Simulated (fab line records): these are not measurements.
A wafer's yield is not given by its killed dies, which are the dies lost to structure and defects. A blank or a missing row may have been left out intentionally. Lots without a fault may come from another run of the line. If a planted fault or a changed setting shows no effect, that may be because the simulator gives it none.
Chamber matching -- flow n5 finfet -- pecvd-01 running N5_BEOL_M15_DEP_53: 3 sister chambers
The step deposits SiCN from 3MS/NH3, target thk 50 nm, time 17.8 s. 16 wafers are shown with their chamber, then 8 later ones without.

== WAFERS PAIRED WITH THEIR CHAMBERS ==
wafer,chamber,throttle valve pct (%),showerhead plenum p Torr (Torr),rf fwd power W (W)
L075.2,0,18.2,4.108,667
L075.4,0,18.2,4.098,670
L075.5,1,17.8,4.131,665
L077.1,2,16.8,4.143,665
L077.3,1,17.4,4.130,662
L077.4,1,17.7,4.126,661
L087.3,2,17.0,4.129,665
L087.4,1,17.6,4.123,664
L087.6,2,16.9,4.138,670
L083.2,1,17.8,4.125,662
L083.5,1,17.3,4.122,662
L083.6,2,17.1,4.144,669
L085.2,1,17.6,4.137,664
L085.3,2,17.1,4.137,669
L085.6,0,18.4,4.094,664
L089.1,1,17.3,4.123,660

SIGNATURES, as means of the wafers listed above
reading,chamber 0,chamber 1,chamber 2,scatter within a chamber
throttle valve pct,18.267,17.562,16.980,0.174
showerhead plenum p Torr,4.10000,4.12713,4.13820,0.00578
rf fwd power W,667.00,662.50,667.60,2.17
Rule: a wafer's distance from a chamber is the root of the sum, over the readings, of the square of ((its reading less the chamber's mean) divided by the reading's scatter). If the next closest chamber is less than 2 further off than the closest, the wafer can't be placed; otherwise it belongs to the closest. How the scatter is found: for the shown wafers, subtract from each reading the mean of its chamber, square and add these, divide the total by (wafers less chambers), then take the root.

== WAFERS WHOSE CHAMBER IS MISSING ==
wafer,throttle valve pct (%),showerhead plenum p Torr (Torr),rf fwd power W (W)
L089.4,17.9,4.133,663
L089.6,18.0,4.099,666
L090.1,16.9,4.133,667
L090.3,18.4,4.102,668
L090.6,18.2,4.098,666
L096.1,18.3,4.095,670
L096.2,18.1,4.104,666
L096.3,18.4,4.099,668

== THE CHAMBER EACH PASSED THROUGH ==
wafer,from the rows above,in truth
L089.4,1,1
L089.6,0,0
L090.1,2,2
L090.3,0,0
L090.6,0,0
L096.1,0,0
L096.2,0,0
L096.3,0,0
Correct placement for 8 of the 8. Number that these rows cannot place: 0. Wrongly placed: 0.
